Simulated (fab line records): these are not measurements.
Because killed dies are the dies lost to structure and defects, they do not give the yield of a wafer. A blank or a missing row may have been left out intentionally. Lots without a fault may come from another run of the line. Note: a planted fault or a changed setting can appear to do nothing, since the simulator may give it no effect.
fab line records / flow nand-harc
record lots=6 wafers=17 last-day=32
route steps=1302 shown A_STAIRCASE@814 END@1302
lots that met no fault: taken from a fault-free run of the same line
start-h: hours from the record's first day to the start of the lot's first wafer shown / wait-h: hours from the lot's prior step to this one / " as in the row above / L1.1+2: a single row standing in for several wafers / - no value, or no start was given / * or withheld: withheld / < > ~ a bound
route shown NAME@n: names a module that has steps shown in the file, with the first one's number in the route / usual: mean/standard deviation of fault-free wafers / same: alike in all rows / chamber/n: place in a boat / sites: the reading at each site / _std_site: the standard deviation of these / _edge_site: mean of outer sites minus mean of inner sites / radius-mm: how far each site lies from the wafer's centre / mask NAME#n: copy n / behind: the last tool/chamber to shape the wafer / hold: why the lot was held/for how many hours/how that ended / device: names the non-switching transistor (n, p or np) / end of line: at the end of the route, the tests of the same wafers / a step without rows: its recipe alone / killed: at the first sort, the dies lost to defects and structure; wafer yield is something else / map: dies across one wafer; x = killed, . = not, _ = none there
set.NAME: the setting as run; set.NAME@STEP: as run at that earlier step / model.NAME: the simulator's own value behind a step, which no gauge read
lots seen at some steps along the route; tables by step, rows by wafer
services: when a tool's chamber went out of use (start-h, in hours from the record's first day, below 0 if earlier), for how many hours, and the reason
## steps
# step NHARC_A_STAIRCASE_STRIP_296
# recipe time-s=900 temp-c=130 chemistry=SPM
# step NHARC_A_STAIRCASE_PRECLEAN_297
# recipe time-s=* temp-c=50 bath-age-min=0 chemistry=SC1
# step NHARC_A_STAIRCASE_SRD_298
# step NHARC_A_STAIRCASE_HM_DEP_462
# recipe target-thk-a=8000 temp-c=400 material=aC
# usual throttle-valve-pct=34.999/0.0091
lot.wafer=L606.2 tool=acl-dep-03 chamber=0 start-h=402.84 wait-h=0.4 throttle-valve-pct=35.008
lot.wafer=L606.3 tool=acl-dep-03 chamber=0 start-h=402.84 wait-h=0.4 throttle-valve-pct=35.010
lot.wafer=L606.6 tool=acl-dep-03 chamber=0 start-h=402.84 wait-h=0.4 throttle-valve-pct=34.996
lot.wafer=L609.2 tool=acl-dep-03 chamber=0 start-h=437.77 wait-h=6.0 throttle-valve-pct=35.010
lot.wafer=L609.3 tool=acl-dep-03 chamber=0 start-h=437.77 wait-h=6.0 throttle-valve-pct=34.994
lot.wafer=L609.5 tool=acl-dep-03 chamber=0 start-h=437.77 wait-h=6.0 throttle-valve-pct=35.008
lot.wafer=L617.4 tool=acl-dep-01 chamber=0 start-h=503.64 wait-h=1.0 throttle-valve-pct=35.003
lot.wafer=L617.5 tool=acl-dep-01 chamber=0 start-h=503.64 wait-h=1.0 throttle-valve-pct=35.008
lot.wafer=L619.3 tool=acl-dep-02 chamber=0 start-h=528.36 wait-h=1.4 throttle-valve-pct=34.988
lot.wafer=L619.4 tool=acl-dep-02 chamber=0 start-h=528.36 wait-h=1.4 throttle-valve-pct=34.994
lot.wafer=L619.5 tool=acl-dep-02 chamber=0 start-h=528.36 wait-h=1.4 throttle-valve-pct=34.995
lot.wafer=L624.2 tool=acl-dep-03 chamber=0 start-h=575.15 wait-h=0.4 throttle-valve-pct=35.009
lot.wafer=L624.3 tool=acl-dep-03 chamber=0 start-h=575.15 wait-h=0.4 throttle-valve-pct=34.998
lot.wafer=L624.6 tool=acl-dep-03 chamber=0 start-h=575.15 wait-h=0.4 throttle-valve-pct=35.008
lot.wafer=L626.1 tool=acl-dep-02 chamber=0 start-h=595.16 wait-h=0.7 throttle-valve-pct=34.999
lot.wafer=L626.3 tool=acl-dep-02 chamber=0 start-h=595.16 wait-h=0.7 throttle-valve-pct=34.991
lot.wafer=L626.5 tool=acl-dep-02 chamber=0 start-h=595.16 wait-h=0.7 throttle-valve-pct=35.008
# step NHARC_A_STAIRCASE_DEP_301
# recipe target-thk-a=300 target-thk-nm=30 temp-c=400 pressure-torr=3.5 flow-sccm=200 rf-w=350 material=SiON
# usual heater-power-w=701/86
lot.wafer=L606.3 tool=pecvd-03 chamber=1 start-h=404.39 wait-h=0.9 heater-power-w=597
lot.wafer=L606.2 tool=pecvd-03 chamber=2 start-h=404.39 wait-h=0.9 heater-power-w=851
lot.wafer=L606.6 tool=pecvd-03 chamber=2 start-h=404.39 wait-h=0.9 heater-power-w=840
lot.wafer=L609.3 tool=pecvd-02 chamber=0 start-h=439.33 wait-h=0.9 heater-power-w=858
lot.wafer=L609.2 tool=pecvd-02 chamber=2 start-h=439.33 wait-h=0.9 heater-power-w=644
lot.wafer=L609.5 tool=pecvd-02 chamber=1 start-h=439.33 wait-h=0.9 heater-power-w=587
lot.wafer=L617.5 tool=pecvd-04 chamber=2 start-h=504.91 wait-h=0.7 heater-power-w=632
lot.wafer=L617.4 tool=pecvd-04 chamber=1 start-h=504.91 wait-h=0.7 heater-power-w=695
lot.wafer=L619.3 tool=pecvd-04 chamber=2 start-h=529.66 wait-h=1.0 heater-power-w=611
lot.wafer=L619.4 tool=pecvd-04 chamber=1 start-h=529.66 wait-h=1.0 heater-power-w=719
lot.wafer=L619.5 tool=pecvd-04 chamber=2 start-h=529.66 wait-h=1.0 heater-power-w=623
lot.wafer=L624.2 tool=pecvd-03 chamber=2 start-h=576.73 wait-h=1.3 heater-power-w=725
lot.wafer=L624.3 tool=pecvd-03 chamber=0 start-h=576.73 wait-h=1.3 heater-power-w=774
lot.wafer=L624.6 tool=pecvd-03 chamber=1 start-h=576.73 wait-h=1.3 heater-power-w=613
lot.wafer=L626.1 tool=pecvd-04 chamber=2 start-h=597.05 wait-h=1.6 heater-power-w=705
lot.wafer=L626.3 tool=pecvd-04 chamber=0 start-h=597.05 wait-h=1.6 heater-power-w=745
lot.wafer=L626.5 tool=pecvd-04 chamber=1 start-h=597.05 wait-h=1.6 heater-power-w=693
# step NHARC_A_STAIRCASE_DEHYDRATE_302
# recipe temp-c=150 time-s=120
# step NHARC_A_STAIRCASE_HMDS_303
# recipe time-s=30
# step NHARC_A_STAIRCASE_COAT_304
# recipe spin-rpm=1200
# step NHARC_A_STAIRCASE_SOFTBAKE_305
# recipe temp-c=135 time-s=170
# step NHARC_A_STAIRCASE_EBR_306
# step NHARC_A_STAIRCASE_EXPOSE_307
# recipe na=0.5 dose-mj=45.72 mask-id=CHOP_50
# step NHARC_A_STAIRCASE_PEB_308
# recipe peb-temp-c=115 peb-time-s=130
# usual heater-power-total-W=123.86/0.21 plate-temp-C=114.99/0.12
lot.wafer=L606.2 tool=litho-track-03 chamber=0 start-h=404.94 wait-h=0.1 heater-power-total-W=124.02 plate-temp-C=115.00
lot.wafer=L606.3 tool=litho-track-03 chamber=0 start-h=404.94 wait-h=0.1 heater-power-total-W=123.63 plate-temp-C=115.04
lot.wafer=L606.6 tool=litho-track-03 chamber=0 start-h=404.94 wait-h=0.1 heater-power-total-W=123.87 plate-temp-C=114.77
lot.wafer=L609.2 tool=litho-track-05 chamber=0 start-h=440.00 wait-h=0.1 heater-power-total-W=124.07 plate-temp-C=115.17
lot.wafer=L609.3 tool=litho-track-05 chamber=0 start-h=440.00 wait-h=0.1 heater-power-total-W=123.76 plate-temp-C=114.99
lot.wafer=L609.5 tool=litho-track-05 chamber=0 start-h=440.00 wait-h=0.1 heater-power-total-W=123.92 plate-temp-C=114.93
lot.wafer=L617.4 tool=litho-track-05 chamber=0 start-h=505.50 wait-h=0.0 heater-power-total-W=123.67 plate-temp-C=114.79
lot.wafer=L617.5 tool=litho-track-05 chamber=0 start-h=505.50 wait-h=0.0 heater-power-total-W=136.22 plate-temp-C=-
lot.wafer=L619.3 tool=litho-track-05 chamber=0 start-h=530.30 wait-h=0.1 heater-power-total-W=123.52 plate-temp-C=115.05
lot.wafer=L619.4 tool=litho-track-05 chamber=0 start-h=530.30 wait-h=0.1 heater-power-total-W=124.00 plate-temp-C=115.33
lot.wafer=L619.5 tool=litho-track-05 chamber=0 start-h=530.30 wait-h=0.1 heater-power-total-W=136.16 plate-temp-C=-
lot.wafer=L624.2 tool=litho-track-07 chamber=0 start-h=577.37 wait-h=0.1 heater-power-total-W=123.94 plate-temp-C=115.10
lot.wafer=L624.3 tool=litho-track-07 chamber=0 start-h=577.37 wait-h=0.1 heater-power-total-W=123.89 plate-temp-C=115.02
lot.wafer=L624.6 tool=litho-track-07 chamber=0 start-h=577.37 wait-h=0.1 heater-power-total-W=123.82 plate-temp-C=115.00
lot.wafer=L626.1 tool=litho-track-07 chamber=0 start-h=597.72 wait-h=0.1 heater-power-total-W=123.92 plate-temp-C=114.94
lot.wafer=L626.3 tool=litho-track-07 chamber=0 start-h=597.72 wait-h=0.1 heater-power-total-W=124.06 plate-temp-C=115.02
lot.wafer=L626.5 tool=litho-track-07 chamber=0 start-h=597.72 wait-h=0.1 heater-power-total-W=124.07 plate-temp-C=114.93
# step NHARC_A_STAIRCASE_DEVELOP_309
# recipe time-s=140
# step NHARC_END_SORT_01
# recipe temp-c=25
# usual killed-at-array=56/20 killed-at-other=1/1.3 killed-at-periphery=3.5/2.7 killed-dies=60/20 killed-open=3.3/1.6 killed-short=2.4/1.5
# same gross-dies=677
lot.wafer=L617.4 tool=prober-01 chamber=0 start-h=679.95 wait-h=3.4 killed-at-array=91 killed-at-other=1 killed-at-periphery=10 killed-dies=102 killed-open=4 killed-short=1
lot.wafer=L617.5 tool=prober-01 chamber=0 start-h=680.75 wait-h=3.7 killed-at-array=83 killed-at-other=1 killed-at-periphery=10 killed-dies=94 killed-open=4 killed-short=0
lot.wafer=L619.3 tool=prober-02 chamber=0 start-h=712.73 wait-h=3.1 killed-at-array=34 killed-at-other=1 killed-at-periphery=3 killed-dies=38 killed-open=4 killed-short=3
lot.wafer=L619.4 tool=prober-02 chamber=0 start-h=713.53 wait-h=3.4 killed-at-array=47 killed-at-other=2 killed-at-periphery=1 killed-dies=50 killed-open=0 killed-short=1
lot.wafer=L619.5 tool=prober-02 chamber=0 start-h=714.33 wait-h=3.7 killed-at-array=34 killed-at-other=0 killed-at-periphery=4 killed-dies=38 killed-open=5 killed-short=3
# killed by level:class
L617.4 A_SLIT:chamber-film-flake=36 A_CHANNEL_HOLE_D1:chamber-film-flake=29 A_CHANNEL_HOLE_D2:chamber-film-flake=16 P_BONDPAD:chamber-film-flake=5 A_CONTACT:chamber-film-flake=3 P_STI:chamber-film-flake=2 P_GATE:geometric-particle:open=1 A_CHANNEL_HOLE_D1:geometric-particle:open=1
L617.5 A_CHANNEL_HOLE_D1:chamber-film-flake=31 A_SLIT:chamber-film-flake=28 A_CHANNEL_HOLE_D2:chamber-film-flake=14 P_BONDPAD:chamber-film-flake=5 P_ZERO_WELL:chamber-film-flake=3 A_STAIRCASE:chamber-film-flake=2 A_CONTACT:chamber-film-flake=2 A_ONON_D2:geometric-particle:open=1
L619.3 A_CHANNEL_HOLE_D1:chamber-film-flake=17 A_STAIRCASE:chamber-film-flake=4 A_CONTACT:chamber-film-flake=3 A_M1:chamber-film-flake=3 P_GATE:chamber-film-flake=2 P_M0:geometric-particle:open=1 A_SOURCE_PLATE:geometric-particle:open=1 A_CHANNEL_FILL_D1:geometric-particle:short=1
L619.4 A_CHANNEL_HOLE_D1:chamber-film-flake=35 A_STAIRCASE:chamber-film-flake=6 A_M1:chamber-film-flake=2 THIN_TSV:chamber-film-flake=2 A_WL_FILL:geometric-particle:short=1 P_STI:chamber-film-flake=1 A_CHANNEL_HOLE_D2:chamber-film-flake=1 A_CONTACT:chamber-film-flake=1
L619.5 A_CHANNEL_HOLE_D1:chamber-film-flake=16 A_STAIRCASE:chamber-film-flake=4 P_GATE:chamber-film-flake=2 A_SLIT:chamber-film-flake=2 A_CONTACT:chamber-film-flake=2 A_M1:chamber-film-flake=2 P_GATE:geometric-particle:open=1 P_M2:geometric-particle:short=1
## services
tool=pecvd-03 chamber=0 start-h=379.01 hours=- kind=clean
tool=pecvd-03 chamber=1 start-h=379.01 hours=- kind=clean
tool=litho-track-05 chamber=- start-h=384.49 hours=- kind=consumable-replace:filter
tool=pecvd-02 chamber=- start-h=408.33 hours=13.0 kind=pm
tool=acl-dep-02 chamber=- start-h=425.20 hours=13.0 kind=pm
tool=litho-track-07 chamber=- start-h=426.02 hours=7.0 kind=pm
tool=pecvd-03 chamber=- start-h=440.64 hours=0.3 kind=repair
tool=pecvd-02 chamber=0 start-h=449.69 hours=3.1 kind=repair
tool=litho-track-03 chamber=- start-h=450.01 hours=7.0 kind=pm
tool=pecvd-04 chamber=- start-h=450.20 hours=13.0 kind=pm
tool=pecvd-04 chamber=0 start-h=450.20 hours=13.0 kind=vent-cycle
tool=pecvd-04 chamber=1 start-h=450.20 hours=13.0 kind=vent-cycle
tool=pecvd-04 chamber=2 start-h=450.20 hours=13.0 kind=vent-cycle
tool=pecvd-03 chamber=1 start-h=450.62 hours=10.2 kind=repair
tool=pecvd-04 chamber=0 start-h=463.20 hours=- kind=clean
tool=pecvd-04 chamber=1 start-h=463.20 hours=- kind=clean
tool=pecvd-04 chamber=2 start-h=463.20 hours=- kind=clean
tool=litho-track-05 chamber=- start-h=474.00 hours=7.0 kind=pm
tool=acl-dep-03 chamber=- start-h=481.17 hours=13.0 kind=pm
tool=pecvd-04 chamber=- start-h=528.77 hours=0.5 kind=repair
tool=pecvd-03 chamber=- start-h=547.09 hours=13.0 kind=pm
tool=acl-dep-01 chamber=- start-h=554.18 hours=13.0 kind=pm
tool=pecvd-04 chamber=- start-h=570.54 hours=0.8 kind=repair
tool=pecvd-02 chamber=- start-h=589.33 hours=13.0 kind=pm
## key
first-sign step=NHARC_A_STAIRCASE_PEB_308 reading=heater-power-total-W direction=up sigmas=60 usual=* struck=*
effect none on later readings
met-at NHARC_A_STAIRCASE_PEB_308
struck-wafers L617.5,L619.5
tester-left-out L617,L619
onset-between 440.00 505.50
fault kind=process-parameter-drift tool=litho-track-05 chamber=- onset-h=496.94 steps=NHARC_A_STAIRCASE_PEB_308 channel=peb-time-s offset=* shape=step end-h=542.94 scope=struck-wafers-only acts-in=* stated=*
# tester-left-out: of these lots the tester's yield and bins aren't shown, on N5 and GAA mostly nor the transistor test; their killed dies are dies lost to structure and defects alone, not to doping, threshold or leakage, so they don't give the yield
